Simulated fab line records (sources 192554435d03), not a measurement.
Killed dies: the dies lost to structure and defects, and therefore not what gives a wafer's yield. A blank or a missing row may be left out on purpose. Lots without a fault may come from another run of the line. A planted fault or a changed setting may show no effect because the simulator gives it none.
fab line records | flow n5_finfet
[record] lots = 23 wafers = 69 last_day = 18
route steps=1938 shown MOL_CONTACT_COAG@543 BEOL_M0_SAQP@633
lots that met no fault: taken from a fault-free run of the same line
start_h: the number of hours between the record's first day and the start of the first shown wafer of the lot | wait_h: hours elapsed since this lot's preceding step | " same as the row above | L1.1+2: a single row standing in for several wafers | - no value present, or no start provided | * or withheld: withheld | < > ~ a bound
route shown NAME@n: NAME is a module with steps in the file, n the number in the route of the first one | usual: mean/standard deviation of fault-free wafers | same: alike in all rows | chamber/n: place in a boat | sites: each site's reading | _std_site: the standard deviation of these | _edge_site: outer sites' mean less inner sites' | radius_mm: for every site, how far away it sits from the centre of the wafer | mask NAME#n: copy n | behind: the last tool/chamber to shape the wafer | hold: what put the lot on hold/how long, in hours/how the hold closed | device: transistor that didn't switch, given as n, p or np | end of line: tests of these same wafers at the route's end | step lacking rows: just its recipe | killed: count of dies lost to structure and defects at first sort (not the wafer's yield) | map: per-die view of a wafer (x killed, . not killed, _ where there is no die)
set.NAME: the setting the step ran with; set.NAME@STEP: the setting that earlier step ran with | model.NAME: the simulator's own value behind a step, which no gauge read
the route's steps for a sample of lots (tables are steps, rows are wafers)
services: a tool's chamber out of use, with start hour (start_h, from the record's first day; less than 0 if before it), hours out, and reason
[[steps]]
[step N5_MOL_CONTACT_COAG_TI_SIL_19]
[recipe] material = Ti target_thk_a = 42 temp_c = 200 chamber_pressure_pa = 5 power_w = 5000 time_s = 15
[usual] susceptor_temp_C = 200.01/0.15 throttle_valve_pct = 29.9/0.91
// columns lot.wafer tool chamber start_h wait_h susceptor_temp_C throttle_valve_pct
L075.1 pvd_sputter-03 - 100.94 0.2 199.83 29.2
L075.2 " - " " 199.90 31.7
L075.6 " - " " 199.78 29.1
L074.3 pvd_sputter-02 - 103.27 0.2 200.22 29.9
L074.5 " - " " 199.83 29.6
L074.6 " - " " 199.83 29.9
L076.4 pvd_sputter-01 - 103.70 0.1 200.00 29.1
L076.5 " - " " 199.96 30.9
L076.6 " - " " 200.51 30.5
L077.2 pvd_sputter-02 - 110.77 0.2 199.97 29.7
L077.5 " - " " 200.17 29.9
L077.6 " - " " 199.91 30.2
L078.3 pvd_sputter-01 - 118.75 0.1 199.87 30.5
L078.4 " - " " 200.27 30.7
L078.6 " - " " 199.92 30.8
L079.2 pvd_sputter-03 - 121.50 0.3 199.84 29.7
L079.3 " - " " 200.02 28.0
L079.4 " - " " 199.78 31.5
L080.2 pvd_sputter-02 - 128.50 0.6 200.06 29.6
L080.5 " - " " 199.74 29.6
L080.6 " - " " 200.09 30.3
L081.1 pvd_sputter-03 - 134.96 0.2 200.12 28.1
L081.4 " - " " 200.07 31.3
L081.5 " - " " 200.43 31.5
L082.1 pvd_sputter-03 - 140.92 0.2 200.01 28.0
L082.3 " - " " 200.11 31.3
L082.4 " - " " 199.86 29.5
L084.2 pvd_sputter-02 - 153.12 0.3 200.11 29.8
L084.3 " - " " 200.05 30.1
L084.5 " - " " 200.18 29.8
L085.2 pvd_sputter-02 - 158.46 0.2 199.97 29.8
L085.3 " - " " 199.89 30.3
L085.4 " - " " 200.00 30.6
L086.1 pvd_sputter-03 - 170.24 0.4 199.82 29.2
L086.5 " - " " 200.12 31.3
L086.6 " - " " 200.12 29.1
L087.1 pvd_sputter-01 - 174.08 0.4 199.85 30.6
L087.3 " - " " 199.69 30.9
L087.6 " - " " 200.05 30.2
L088.1 pvd_sputter-03 - 176.09 0.2 199.88 29.7
L088.5 " - " " 199.86 29.0
L088.6 " - " " 199.93 28.2
L089.2 pvd_sputter-01 - 179.00 0.3 200.04 31.0
L089.5 " - " " 199.92 30.4
L089.6 " - " " 200.10 28.8
L090.1 pvd_sputter-01 - 187.94 2.1 199.99 29.1
L090.3 " - " " 200.11 30.9
L090.4 " - " " 200.14 30.6
L091.1 pvd_sputter-01 - 198.71 0.5 199.96 28.7
L091.2 " - " " 200.06 30.8
L091.3 " - " " 199.75 30.3
L092.1 pvd_sputter-01 - 198.81 0.4 199.89 29.0
L092.4 " - " " 200.08 30.6
L092.6 " - " " 200.05 30.6
L093.1 pvd_sputter-03 - 205.02 0.2 199.80 29.0
L093.2 " - " " 199.92 29.7
L093.4 " - " " 200.17 28.0
L094.1 pvd_sputter-01 - 210.97 0.2 199.91 30.1
L094.5 " - " " 199.72 28.9
L094.6 " - " " 200.05 30.6
L095.3 pvd_sputter-02 - 215.98 0.2 200.01 30.5
L095.5 " - " " 200.01 29.8
L095.6 " - " " 200.27 29.8
L096.1 pvd_sputter-02 - 220.64 0.2 200.08 29.9
L096.2 " - " " 200.27 29.3
L096.4 " - " " 200.21 30.0
L097.2 pvd_sputter-03 - 233.69 1.9 200.22 29.7
L097.3 " - " " 199.83 29.0
L097.5 " - " " 199.91 28.0
[step N5_MOL_CONTACT_COAG_PRE_CLEAN_142]
[recipe] gas = H2/He time_s = 60 temp_c = 300
[usual] heater_power_w = 456/38 susceptor_temp_C = 300.01/0.17
// columns lot.wafer tool chamber start_h wait_h heater_power_w susceptor_temp_C
L075.1 pvd_sputter-03 - 107.24 2.6 417 299.90
L075.2 " - " " 446 299.95
L075.6 " - " " 522 300.04
L074.3 pvd_sputter-03 - 110.22 2.3 448 299.76
L074.5 " - " " 475 300.15
L074.6 " - " " 528 299.93
L076.4 pvd_sputter-03 - 110.56 1.6 472 299.79
L076.5 " - " " 420 299.99
L076.6 " - " " 533 300.25
L077.2 pvd_sputter-02 - 118.45 1.2 425 299.94
L077.5 " - " " 431 300.02
L077.6 " - " " 514 299.99
L078.3 pvd_sputter-02 - 126.39 3.4 429 299.80
L078.4 " - " " 444 300.06
L078.6 " - " " 516 299.97
L079.2 pvd_sputter-02 - 126.97 2.0 437 300.03
L079.3 " - " " 433 299.86
L079.4 " - " " 516 299.80
L080.2 pvd_sputter-01 - 134.82 3.3 452 299.79
L080.5 " - " " 480 299.70
L080.6 " - " " 440 299.84
L081.1 pvd_sputter-02 - 139.64 2.0 434 299.99
L081.4 " - " " 393 299.87
L081.5 " - " " 394 299.84
L082.1 pvd_sputter-03 - 146.27 2.2 472 300.07
L082.3 " - " " 411 299.93
L082.4 " - " " 455 299.78
L084.2 pvd_sputter-03 - 158.46 2.1 475 300.21
L084.3 " - " " 522 300.03
L084.5 " - " " 448 300.03
L085.2 pvd_sputter-03 - 161.90 1.1 502 300.11
L085.3 " - " " 453 300.39
L085.4 " - " " 411 299.99
L086.1 pvd_sputter-02 - 175.42 1.4 405 300.19
L086.5 " - " " 528 300.04
L086.6 " - " " 431 299.88
L087.1 pvd_sputter-01 - 179.20 2.6 475 300.05
L087.3 " - " " 460 299.75
L087.6 " - " " 491 300.09
L088.1 pvd_sputter-01 - 180.76 1.0 489 300.16
L088.5 " - " " 411 299.78
L088.6 " - " " 443 299.97
L089.2 pvd_sputter-03 - 183.21 1.9 412 299.93
L089.5 " - " " 482 300.01
L089.6 " - " " 516 300.29
L090.1 pvd_sputter-01 - 193.51 2.8 465 300.07
L090.3 " - " " 435 300.02
L090.4 " - " " 475 300.01
L091.1 pvd_sputter-01 - 204.21 3.4 423 299.93
L091.2 " - " " 453 300.13
L091.3 " - " " 443 300.03
L092.1 pvd_sputter-03 - 207.50 2.5 428 299.96
L092.4 " - " " 480 299.73
L092.6 " - " " 423 300.34
L093.1 pvd_sputter-02 - 210.95 2.3 435 300.09
L093.2 " - " " 430 299.85
L093.4 " - " " 521 300.20
L094.1 pvd_sputter-01 - 216.64 1.6 421 299.91
L094.5 " - " " 442 299.96
L094.6 " - " " 482 299.95
L095.3 pvd_sputter-02 - 220.20 1.6 439 300.30
L095.5 " - " " 513 300.40
L095.6 " - " " 430 300.01
L096.1 pvd_sputter-01 - 224.74 2.1 480 300.23
L096.2 " - " " 455 300.36
L096.4 " - " " 442 300.45
L097.2 pvd_sputter-01 - 236.77 0.8 432 300.06
L097.3 " - " " 456 300.19
L097.5 " - " " 476 299.97
[step N5_MOL_CONTACT_COAG_DESCUM_88]
[recipe] chemistry = O2 time_s = 7 source_power_w = 50 bias_power_w = 20 pressure_mtorr = 20 rf_frequency_hz = 2.712e+07 temp_c = 40 resist = CAR-EUV o2_flow_sccm = 225
[usual] drypump_motor_current_A = 5.7/0.43 oes_product_au = 0.79/0.092 rf_vpp_V = 243.0/1.4 showerhead_plenum_p_Torr = 2.08/0.07 throttle_valve_pct = 20.48/0.29
// columns lot.wafer tool chamber start_h wait_h drypump_motor_current_A oes_product_au rf_hours_counter_h rf_vpp_V showerhead_plenum_p_Torr throttle_valve_pct
L075.1 rie_diel-03 1 111.94 0.0 5.7 0.69 225 244.2 2.15 20.68
L075.2 " 0 " " 5.4 0.74 160 240.7 2.02 20.52
L075.6 " 0 " " 5.4 0.75 - 242.8 2.02 20.54
L074.3 rie_diel-03 0 114.78 0.0 5.3 0.75 160 241.6 2.02 20.53
L074.5 " 3 " " 6.6 0.85 - 243.9 2.21 20.18
L074.6 " 0 " " 5.3 0.75 - 242.5 2.02 20.53
L076.4 rie_diel-06 0 115.26 0.0 6.5 0.80 - 243.7 2.03 20.46
L076.5 " 1 " " 5.5 0.70 - 242.7 2.04 20.27
L076.6 " 2 " " 5.3 0.71 - 244.5 2.16 20.59
L077.2 rie_diel-01 2 122.77 0.0 5.8 0.70 183 242.6 2.08 20.59
L077.5 " 0 " " 5.5 0.75 - 244.0 2.16 20.31
L077.6 " 1 " " 5.3 0.71 - 241.0 2.01 21.06
L078.3 rie_diel-03 3 130.85 0.1 6.6 0.84 56 245.8 2.21 20.18
L078.4 " 0 " " 5.4 0.75 - 240.5 2.02 20.53
L078.6 " 1 " " 5.7 0.69 - 243.6 2.15 20.68
L079.2 rie_diel-03 3 131.44 0.1 6.6 0.84 56 244.6 2.21 20.19
L079.3 " 1 " " 5.7 0.69 231 242.9 2.15 20.70
L079.4 " 1 " " 5.7 0.70 - 245.5 2.15 20.70
L080.2 rie_diel-01 3 139.39 0.2 5.5 0.75 182 243.1 2.09 20.51
L080.5 " 2 " " 5.8 0.70 - 242.6 2.08 20.59
L080.6 " 1 " " 5.3 0.72 - 241.6 2.01 21.06
L081.1 rie_diel-06 3 144.22 0.0 5.5 0.94 6 241.8 2.04 20.45
L081.4 " 0 " " 6.5 0.77 - 242.2 2.03 20.51
L081.5 " 2 " " 5.3 0.70 - 244.1 2.16 20.59
L082.1 rie_diel-01 2 150.19 0.0 5.8 0.70 193 243.9 2.08 20.59
L082.3 " 3 " " 5.5 0.74 186 242.9 2.09 20.51
L082.4 " 1 " " 5.3 0.71 206 242.9 2.01 21.07
L084.2 rie_diel-06 2 162.43 0.1 5.3 0.69 249 245.7 2.15 20.62
L084.3 " 0 " " 6.5 0.77 124 242.4 2.02 20.51
L084.5 " 0 " " 6.5 0.77 - 241.9 2.02 20.51
L085.2 rie_diel-06 1 170.10 0.5 5.5 0.95 7 240.8 2.03 19.87
L085.3 " 3 " " 5.6 0.92 16 241.9 2.03 20.48
L085.4 " 0 " " 6.5 0.77 - 242.9 2.02 20.51
L086.1 rie_diel-03 1 180.06 0.2 5.7 0.68 249 245.1 2.14 20.72
L086.5 " 1 " " 5.7 0.68 - 243.5 2.14 20.72
L086.6 " 3 " " 6.6 0.82 - 244.4 2.20 20.20
L087.1 rie_diel-06 0 184.56 0.0 6.5 0.77 134 240.5 2.02 20.52
L087.3 " 1 " " 5.5 0.93 14 242.9 2.03 19.88
L087.6 " 0 " " 6.5 0.76 - 241.6 2.02 20.51
L088.1 rie_diel-06 3 185.46 0.1 5.5 0.90 23 241.6 2.03 20.49
L088.5 " 1 " " 5.5 0.93 - 242.3 2.03 19.86
L088.6 " 0 " " 6.5 0.77 - 241.0 2.02 20.53
L089.2 rie_diel-01 2 189.01 0.1 5.8 0.69 207 241.6 2.08 20.61
L089.5 " 2 " " 5.8 0.69 - 243.2 2.08 20.61
L089.6 " 1 " " 5.3 0.70 - 241.5 2.00 21.07
L090.1 rie_diel-03 0 197.45 0.0 5.4 0.74 189 240.9 2.01 20.58
L090.3 " 3 " " 6.6 0.81 81 245.8 2.20 20.22
L090.4 " 2 " " 5.7 0.93 - 245.7 2.22 20.37
L091.1 rie_diel-01 0 208.41 0.1 5.5 0.74 186 243.9 2.15 20.36
L091.2 " 3 " " 5.4 0.73 204 243.4 2.08 20.52
L091.3 " 2 " " 5.8 0.70 213 243.1 2.07 20.60
L092.1 rie_diel-06 3 211.52 0.0 5.5 0.89 32 242.1 2.03 20.50
L092.4 " 3 " " 5.5 0.88 - 242.3 2.03 20.49
L092.6 " 2 " " 5.3 0.97 - 244.8 2.15 20.30
L093.1 rie_diel-06 1 215.52 0.4 5.4 0.90 25 243.2 2.03 19.89
L093.2 " 2 " " 5.3 0.96 9 244.1 2.15 20.30
L093.4 " 3 " " 5.6 0.88 - 243.7 2.03 20.50
L094.1 rie_diel-01 0 220.73 0.1 5.5 0.72 190 243.7 2.15 20.35
L094.5 " 3 " " 5.5 0.72 - 243.5 2.08 20.54
L094.6 " 2 " " 5.8 0.67 - 242.6 2.07 20.62
L095.3 rie_diel-01 3 224.13 0.0 5.5 0.73 209 241.8 2.08 20.54
L095.5 " 2 " " 5.8 0.68 - 242.9 2.07 20.61
L095.6 " 1 " " 5.3 0.70 - 241.3 2.00 21.09
L096.1 rie_diel-06 1 229.52 0.4 5.5 0.90 29 242.7 2.03 19.91
L096.2 " 3 " " 5.5 0.87 38 241.7 2.03 20.49
L096.4 " 0 " " 6.5 0.76 143 241.6 2.02 20.54
L097.2 rie_diel-03 0 240.95 0.0 5.3 0.73 203 242.5 2.01 20.59
L097.3 " 1 " " 5.7 0.97 7 242.7 2.14 20.34
L097.5 " 3 " " 6.6 0.79 - 243.6 2.19 20.26
[step N5_MOL_CONTACT_COAG_VIA_ETCH_46]
[recipe] chemistry = C4F6/O2 target_depth_a = 460 overetch_a = 92 mask_material = SOC target = SiO2 bias_w = 455 pressure_mtorr = 10 time_s = 40 source_w = 325 Ar_flow_sccm = 300 C4F6_flow_sccm = 10 O2_flow_sccm = 10 ion_energy_ev = 575.3 ends = end_point
[usual] C4F6_flow_sccm = 10.00/0.031 drypump_motor_current_A = 5.7/0.43 oes_product_au = 0.71/0.081 rf_vpp_V = 1592/21 showerhead_plenum_p_Torr = 2.84/0.11 throttle_valve_pct = 41.0/0.34
// columns lot.wafer tool chamber start_h wait_h C4F6_flow_sccm drypump_motor_current_A oes_product_au rf_hours_counter_h rf_vpp_V showerhead_plenum_p_Torr throttle_valve_pct
L075.1 rie_diel-03 3 112.43 0.0 9.93 6.6 0.78 50 1620 3.00 40.5
L075.2 " 1 " " 10.03 5.7 0.63 225 1580 2.94 41.3
L075.6 " 2 " " 9.99 5.7 0.63 - 1584 2.70 41.7
L074.3 rie_diel-01 2 115.25 0.0 10.01 5.8 0.64 181 1556 2.83 41.2
L074.5 " 0 " " 10.03 5.5 0.68 - 1601 2.96 41.0
L074.6 " 3 " " 10.00 5.5 0.67 - 1594 2.82 41.1
L076.4 rie_diel-06 1 116.01 0.0 10.00 5.5 0.63 - 1559 2.77 40.7
L076.5 " 2 " " 10.01 5.4 0.62 - 1621 2.90 40.7
L076.6 " 0 " " 9.97 6.5 0.72 - 1615 2.75 41.0
L077.2 rie_diel-01 2 123.24 0.0 10.04 5.8 0.65 183 1555 2.83 41.2
L077.5 " 2 " " 10.00 5.8 0.65 - 1558 2.83 41.2
L077.6 " 3 " " 9.96 5.5 0.68 - 1594 2.82 41.1
L078.3 rie_diel-01 2 131.32 0.0 10.01 5.8 0.63 186 1556 2.83 41.2
L078.4 " 3 " " 9.96 5.5 0.66 178 1593 2.82 41.1
L078.6 " 3 " " 9.96 5.5 0.66 - 1592 2.82 41.1
L079.2 rie_diel-01 2 131.91 0.0 9.98 5.8 0.65 187 1556 2.83 41.2
L079.3 " 1 " " 10.04 5.4 0.64 199 1576 2.71 41.5
L079.4 " 3 " " 10.01 5.5 0.67 178 1593 2.82 41.1
L080.2 rie_diel-06 0 139.86 0.0 9.97 6.5 0.71 116 1615 2.74 41.0
L080.5 " 3 " " 9.99 5.5 0.85 - 1582 2.80 41.3
L080.6 " 0 " " 9.96 6.5 0.71 - 1613 2.74 41.0
L081.1 rie_diel-03 2 144.74 0.0 10.02 5.7 0.86 1 1610 3.04 41.1
L081.4 " 0 " " 10.01 5.3 0.66 169 1595 2.73 40.6
L081.5 " 0 " " 9.99 5.3 0.65 - 1594 2.73 40.6
L082.1 rie_diel-06 3 150.75 0.0 9.98 5.5 0.83 9 1581 2.80 41.3
L082.3 " 1 " " 10.00 5.5 0.86 1 1559 2.77 40.2
L082.4 " 0 " " 10.00 6.5 0.69 121 1615 2.74 41.1
L084.2 rie_diel-06 2 162.90 0.0 10.05 5.3 0.61 249 1620 2.89 40.7
L084.3 " 1 " " 9.93 5.5 0.87 4 1560 2.77 40.2
L084.5 " 0 " " 10.04 6.5 0.70 - 1616 2.74 41.1
L085.2 rie_diel-01 2 170.63 0.0 10.01 5.8 0.63 199 1556 2.82 41.2
L085.3 " 3 " " 9.99 5.5 0.65 192 1593 2.81 41.1
L085.4 " 1 " " 10.05 5.3 0.64 213 1576 2.70 41.5
L086.1 rie_diel-03 3 180.62 0.0 9.96 6.6 0.75 73 1617 2.99 40.5
L086.5 " 3 " " 9.99 6.6 0.74 - 1617 2.99 40.5
L086.6 " 0 " " 10.04 5.3 0.66 - 1594 2.72 40.7
L087.1 rie_diel-06 0 185.29 0.0 10.02 6.5 0.68 134 1616 2.74 41.0
L087.3 " 3 " " 9.99 5.6 0.80 23 1579 2.79 41.3
L087.6 " 1 " " 9.93 5.5 0.83 - 1561 2.76 40.2
L088.1 rie_diel-03 3 187.29 0.0 10.02 6.6 0.75 76 1617 2.99 40.5
L088.5 " 0 " " 10.01 5.4 0.65 - 1594 2.72 40.7
L088.6 " 3 " " 10.02 6.6 0.74 - 1618 2.99 40.6
L089.2 rie_diel-01 2 189.60 0.0 10.00 5.8 0.63 207 1556 2.82 41.2
L089.5 " 2 " " 9.97 5.8 0.62 - 1555 2.82 41.2
L089.6 " 0 " " 9.99 5.5 0.67 - 1601 2.95 41.0
L090.1 rie_diel-03 2 197.92 0.0 9.99 5.7 0.81 19 1612 3.03 41.1
L090.3 " 3 " " 10.01 6.6 0.75 81 1619 2.98 40.6
L090.4 " 2 " " 10.02 5.8 0.81 - 1610 3.03 41.1
L091.1 rie_diel-01 2 208.89 0.0 10.04 5.8 0.63 213 1554 2.81 41.2
L091.2 " 3 " " 10.05 5.5 0.64 204 1593 2.80 41.1
L091.3 " 0 " " 10.03 5.5 0.66 186 1600 2.94 41.0
L092.1 rie_diel-06 2 211.99 0.0 9.97 5.3 0.85 8 1620 2.88 40.8
L092.4 " 3 " " 9.95 5.5 0.79 - 1581 2.79 41.3
L092.6 " 2 " " 10.01 5.3 0.84 - 1619 2.88 40.8
L093.1 rie_diel-06 2 215.99 0.0 9.99 5.3 0.83 9 1619 2.88 40.8
L093.2 " 1 " " 10.04 5.5 0.81 25 1559 2.76 40.2
L093.4 " 2 " " 9.96 5.3 0.85 - 1619 2.88 40.8
L094.1 rie_diel-03 0 221.21 0.0 9.98 5.4 0.63 197 1593 2.72 40.6
L094.5 " 3 " " 10.00 6.6 0.75 - 1617 2.98 40.6
L094.6 " 1 " " 10.07 5.7 0.89 - 1580 2.93 41.2
L095.3 rie_diel-01 3 225.06 0.0 10.01 5.5 0.62 209 1592 2.80 41.1
L095.5 " 0 " " 10.01 5.5 0.65 - 1602 2.94 41.0
L095.6 " 1 " " 10.02 5.3 0.63 - 1575 2.70 41.5
L096.1 rie_diel-03 1 229.99 0.0 10.04 5.7 0.86 4 1579 2.93 41.2
L096.2 " 3 " " 10.07 6.6 0.73 93 1618 2.98 40.6
L096.4 " 2 " " 9.99 5.7 0.80 30 1612 3.03 41.1
L097.2 rie_diel-03 0 241.46 0.0 10.06 5.3 0.63 203 1592 2.71 40.7
L097.3 " 2 " " 9.97 5.7 0.78 33 1611 3.03 41.1
L097.5 " 0 " " 10.00 5.3 0.64 - 1594 2.71 40.7
[step N5_MOL_CONTACT_COAG_CVD_140]
[recipe] material = W target_thk_a = 665 mode = selective_fill temp_c = 300 time_s = 215
[usual] heater_power_outer_w = 280/43 heater_power_w = 489/67 susceptor_temp_C = 299.98/0.21
// columns lot.wafer tool chamber start_h wait_h heater_power_outer_w heater_power_w susceptor_temp_C
L075.1 cvd_w-02 1 114.37 0.1 293 533 300.00
L075.2 " 0 " " 247 463 300.18
L075.6 " 1 " " 293 529 299.75
L074.3 cvd_w-01 1 117.29 0.1 237 388 299.92
L074.5 " 0 " " 341 574 299.97
L074.6 " 1 " " 232 395 299.95
L076.4 cvd_w-02 0 118.01 0.1 243 469 299.87
L076.5 " 1 " " 295 532 299.96
L076.6 " 0 " " 247 466 300.17
L077.2 cvd_w-02 0 125.95 0.1 250 454 299.62
L077.5 " 1 " " 298 524 299.81
L077.6 " 0 " " 247 470 299.46
L078.3 cvd_w-02 0 133.33 0.1 246 477 300.21
L078.4 " 1 " " 301 522 299.65
L078.6 " 1 " " 302 531 299.64
L079.2 cvd_w-01 0 133.64 0.1 336 556 300.06
L079.3 " 1 " " 228 397 299.84
L079.4 " 0 " " 339 562 299.89
L080.2 cvd_w-01 0 141.60 0.1 347 561 300.01
L080.5 " 0 " " 332 560 300.13
L080.6 " 1 " " 237 391 300.16
L081.1 cvd_w-01 0 147.09 0.1 341 556 300.25
L081.4 " 1 " " 234 394 299.99
L081.5 " 0 " " 337 569 300.26
L082.1 cvd_w-01 0 152.48 0.1 340 571 300.07
L082.3 " 0 " " 343 578 299.99
L082.4 " 1 " " 238 401 299.75
L084.2 cvd_w-01 0 170.85 0.1 335 577 300.10
L084.3 " 1 " " 239 397 300.08
L084.5 " 1 " " 238 394 300.08
L085.2 cvd_w-02 1 172.49 0.1 299 536 299.76
L085.3 " 1 " " 297 521 299.73
L085.4 " 0 " " 245 467 299.98
L086.1 cvd_w-02 0 183.00 0.1 241 472 299.86
L086.5 " 0 " " 253 473 300.02
L086.6 " 0 " " 251 463 299.96
L087.1 cvd_w-01 0 187.78 0.1 331 574 299.95
L087.3 " 1 " " 231 392 299.89
L087.6 " 0 " " 339 565 299.88
L088.1 cvd_w-02 1 189.27 0.1 300 520 300.05
L088.5 " 0 " " 250 460 299.97
L088.6 " 1 " " 296 533 300.02
L089.2 cvd_w-01 1 192.34 0.1 230 382 300.22
L089.5 " 1 " " 237 385 299.91
L089.6 " 0 " " 333 586 299.54
L090.1 cvd_w-01 1 199.73 0.1 231 393 300.22
L090.3 " 1 " " 232 392 300.17
L090.4 " 0 " " 341 561 299.76
L091.1 cvd_w-02 0 210.63 0.1 242 464 300.16
L091.2 " 1 " " 298 535 299.82
L091.3 " 0 " " 253 456 300.22
L092.1 cvd_w-01 0 214.56 0.1 337 588 299.99
L092.4 " 0 " " 345 574 300.17
L092.6 " 0 " " 351 586 300.23
L093.1 cvd_w-02 1 217.87 0.1 310 527 300.01
L093.2 " 0 " " 253 451 300.23
L093.4 " 0 " " 252 477 300.05
L094.1 cvd_w-02 1 223.06 0.1 299 527 300.21
L094.5 " 1 " " 309 558 300.19
L094.6 " 0 " " 248 478 299.73
L095.3 cvd_w-02 0 227.08 0.1 246 472 299.98
L095.5 " 0 " " 256 459 299.94
L095.6 " 1 " " 295 552 299.86
L096.1 cvd_w-01 1 231.99 0.1 239 398 299.85
L096.2 " 0 " " 346 570 300.15
L096.4 " 1 " " 236 403 299.33
L097.2 cvd_w-02 1 243.64 0.1 302 526 300.40
L097.3 " 1 " " 294 527 300.18
L097.5 " 1 " " 300 529 300.30
[step N5_BEOL_M0_SAQP_ILD_DEP_01]
[recipe] material = SiOC target_thk_a = 454.19 temp_c = 350 precursor = DEMS/O2 pressure_torr = 5 rf_w = 500 time_s = 8.7
[usual] heater_power_outer_w = 277/56 heater_power_w = 518/82 showerhead_plenum_p_Torr = 5.696/0.014 susceptor_temp_C = 350.06/0.22 throttle_valve_pct = 12.2/0.87
// columns lot.wafer tool chamber start_h wait_h heater_power_outer_w heater_power_w showerhead_plenum_p_Torr susceptor_temp_C throttle_valve_pct
L075.1 pecvd-04 1 119.80 0.0 304 545 5.700 350.25 11.8
L075.2 " 0 " " 311 549 5.714 349.99 11.6
L075.6 " 1 " " 306 566 5.664 349.90 12.1
L074.3 pecvd-02 0 122.78 0.0 260 549 5.713 349.90 11.8
L074.5 " 0 " " 255 535 5.708 349.59 11.7
L074.6 " 2 " " 247 475 5.708 349.80 12.5
L076.4 pecvd-01 0 122.80 0.0 367 674 5.701 350.00 14.3
L076.5 " 2 " " 235 438 5.682 350.09 11.7
L076.6 " 1 " " 334 565 5.687 349.75 11.9
L077.2 pecvd-02 2 129.98 0.0 227 450 5.692 350.11 12.3
L077.5 " 2 " " 231 459 5.703 350.02 12.5
L077.6 " 1 " " 210 419 5.694 350.34 12.5
L078.3 pecvd-04 2 137.31 0.0 275 494 5.669 349.97 11.1
L078.4 " 2 " " 274 492 5.686 349.88 11.2
L078.6 " 1 " " 319 548 5.701 350.24 12.1
L079.2 pecvd-04 2 140.30 0.0 264 473 5.676 349.70 10.9
L079.3 " 0 " " 310 562 5.701 350.10 11.8
L079.4 " 1 " " 321 569 5.693 350.04 11.9
L080.2 pecvd-04 1 145.62 0.0 305 570 5.696 350.48 11.9
L080.5 " 2 " " 279 489 5.680 350.22 11.2
L080.6 " 1 " " 318 554 5.680 350.19 12.1
L081.1 pecvd-02 1 151.11 0.0 243 460 5.688 350.18 12.8
L081.4 " 1 " " 247 461 5.705 350.21 12.7
L081.5 " 2 " " 261 498 5.705 349.75 12.6
L082.1 pecvd-02 2 156.51 0.0 277 528 5.705 350.39 12.6
L082.3 " 1 " " 185 383 5.708 350.00 12.8
L082.4 " 0 " " 212 492 5.711 350.17 11.9
L084.2 pecvd-02 2 174.87 0.0 258 488 5.700 350.23 12.1
L084.3 " 0 " " 229 525 5.697 350.10 11.7
L084.5 " 1 " " 239 456 5.699 350.29 12.7
L085.2 pecvd-04 0 177.87 0.0 315 536 5.696 349.85 12.0
L085.3 " 1 " " 238 455 5.686 350.08 12.0
L085.4 " 2 " " 211 411 5.668 349.67 11.0
L086.1 pecvd-01 0 187.35 0.0 353 648 5.683 349.91 14.6
L086.5 " 0 " " 357 660 5.698 349.79 14.3
L086.6 " 1 " " 313 540 5.698 350.35 11.7
L087.1 pecvd-04 2 191.82 0.0 273 498 5.651 350.09 11.1
L087.3 " 1 " " 287 513 5.681 349.99 12.1
L087.6 " 1 " " 291 515 5.690 349.97 12.1
L088.1 pecvd-02 0 194.81 0.0 218 493 5.708 349.88 11.9
L088.5 " 1 " " 197 405 5.685 349.90 12.6
L088.6 " 0 " " 219 508 5.715 350.03 11.6
L089.2 pecvd-02 0 197.82 0.0 248 546 5.720 349.92 12.0
L089.5 " 0 " " 252 541 5.702 349.79 12.0
L089.6 " 2 " " 261 493 5.693 349.99 12.6
L090.1 pecvd-01 0 203.77 0.0 446 739 5.690 349.84 14.4
L090.3 " 2 " " 253 474 5.694 350.38 11.9
L090.4 " 0 " " 433 761 5.705 349.61 14.6
L091.1 pecvd-01 2 214.83 0.0 211 431 5.699 350.25 11.9
L091.2 " 0 " " 402 743 5.690 349.92 14.5
L091.3 " 1 " " 328 546 5.703 349.95 11.8
L092.1 pecvd-02 1 218.61 0.0 249 476 5.700 350.05 12.6
L092.4 " 0 " " 258 559 5.708 350.15 11.8
L092.6 " 1 " " 247 467 5.680 349.76 12.7
L093.1 pecvd-01 1 221.89 0.0 320 548 5.711 350.02 11.6
L093.2 " 0 " " 429 751 5.694 349.63 14.3
L093.4 " 1 " " 318 550 5.691 350.37 11.7
L094.1 pecvd-04 0 227.10 0.0 315 547 5.708 350.33 12.0
L094.5 " 2 " " 290 497 5.678 349.80 11.0
L094.6 " 0 " " 322 564 5.720 350.23 11.8
L095.3 pecvd-02 0 231.05 0.0 252 551 5.718 349.73 11.9
L095.5 " 1 " " 194 407 5.691 350.35 12.8
L095.6 " 0 " " 259 544 5.715 349.84 11.7
L096.1 pecvd-01 0 236.03 0.0 370 697 5.686 350.42 14.4
L096.2 " 2 " " 248 456 5.702 350.22 11.5
L096.4 " 0 " " 377 708 5.691 349.92 14.5
L097.2 pecvd-04 2 247.68 0.0 278 487 5.682 350.05 11.2
L097.3 " 0 " " 301 532 5.720 350.18 11.9
L097.5 " 0 " " 293 533 5.717 350.09 11.7
[[services]]
// columns tool chamber start_h hours kind
cvd_w-01 - 77.00 1.5 repair
cvd_w-02 0 86.09 2.5 repair
cvd_w-02 1 89.08 3.8 repair
rie_diel-01 1 95.89 7.1 repair
rie_diel-06 3 104.22 - clean
rie_diel-06 3 104.22 - consumable_replace:focus_ring
rie_diel-06 3 104.22 26.0 scheduled_down
rie_diel-06 3 104.22 26.0 vent_cycle
pecvd-02 - 104.86 0.8 repair
cvd_w-02 - 107.35 0.8 repair
cvd_w-01 - 111.57 0.7 repair
rie_diel-06 - 127.09 0.4 repair
pvd_sputter-03 - 128.00 1.9 repair
pecvd-01 - 145.35 0.5 repair
pecvd-02 - 149.95 0.2 repair
pecvd-01 - 157.26 0.6 repair
pecvd-02 - 163.60 0.6 repair
cvd_w-02 1 177.38 7.0 repair
rie_diel-03 2 177.94 5.5 repair
pecvd-02 - 181.91 2.8 pm
cvd_w-02 0 196.14 1.7 repair
rie_diel-06 0 200.50 16.6 repair
rie_diel-03 - 205.84 0.2 repair
rie_diel-03 2 220.89 7.3 repair
[[key]]
fault none
